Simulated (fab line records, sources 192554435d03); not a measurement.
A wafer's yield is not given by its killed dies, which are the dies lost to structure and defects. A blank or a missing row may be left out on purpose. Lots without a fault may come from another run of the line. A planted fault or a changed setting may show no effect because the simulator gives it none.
Chamber matching + flow n5Finfet + cmp-03 running N5_DUMMY_GATE_CMP_04: 4 sister chambers
The step polishes a-Si. 8 wafers are shown with their chamber, then 8 later ones without.

## WAFERS PAIRED WITH THEIR CHAMBERS
| wafer  | chamber | motorCurrentA (A) | timeToEndpointS (s) |
|--------|---------|-------------------|---------------------|
| L081.5 | 0       | 9.8               | 15.3                |
| L081.6 | 3       | 10.5              | 17.1                |
| L082.2 | 2       | 9.3               | 15.9                |
| L082.6 | 1       | 8.9               | 17.2                |
| L084.1 | 1       | 9.3               | 15.4                |
| L084.3 | 2       | 9.3               | 15.6                |
| L084.4 | 3       | 10.4              | 14.0                |
| L085.1 | 0       | 9.6               | 11.0                |

## WAFERS WITH NO CHAMBER GIVEN
| wafer  | motorCurrentA (A) | timeToEndpointS (s) |
|--------|-------------------|---------------------|
| L085.4 | 10.4              | 13.6                |
| L085.6 | 10.5              | 11.0                |
| L092.2 | 8.6               | 11.4                |
| L092.3 | 10.5              | 14.5                |
| L092.4 | 9.6               | 14.1                |
| L093.1 | 9.8               | 15.5                |
| L093.3 | 9.2               | 13.0                |
| L093.6 | 9.5               | 15.7                |

## THE CHAMBER EACH PASSED THROUGH
| wafer  | from the rows above          | in truth                   |
|--------|------------------------------|----------------------------|
| L085.4 | 3                            | 3                          |
| L085.6 | 3                            | 3                          |
| L092.2 | can't be placed: 1 or 2      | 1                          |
| L092.3 | 3                            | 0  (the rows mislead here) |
| L092.4 | can't be placed: 0 or 2      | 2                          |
| L093.1 | can't be placed: 0 or 2      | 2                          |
| L093.3 | can't be placed: 2 or 1 or 0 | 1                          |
| L093.6 | can't be placed: 2 or 0 or 1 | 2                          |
Correct placement for 2 of the 8. Can't be placed from these rows: 5 (the true chamber is among the candidates in 5). 1 placed wrongly.
How it was worked out, from the rows above alone: a wafer's distance from a chamber is the root of the sum, over the readings, of the square of ((its reading less the chamber's mean) divided by the reading's scatter). If the next closest chamber is less than 2 further off than the closest, the wafer can't be placed; otherwise it belongs to the closest. The mean given for a chamber averages the wafers shown for that chamber. The scatter: take each reading less its chamber's mean, square it, sum over the shown wafers, divide by the number of wafers less the number of chambers, and take the root.
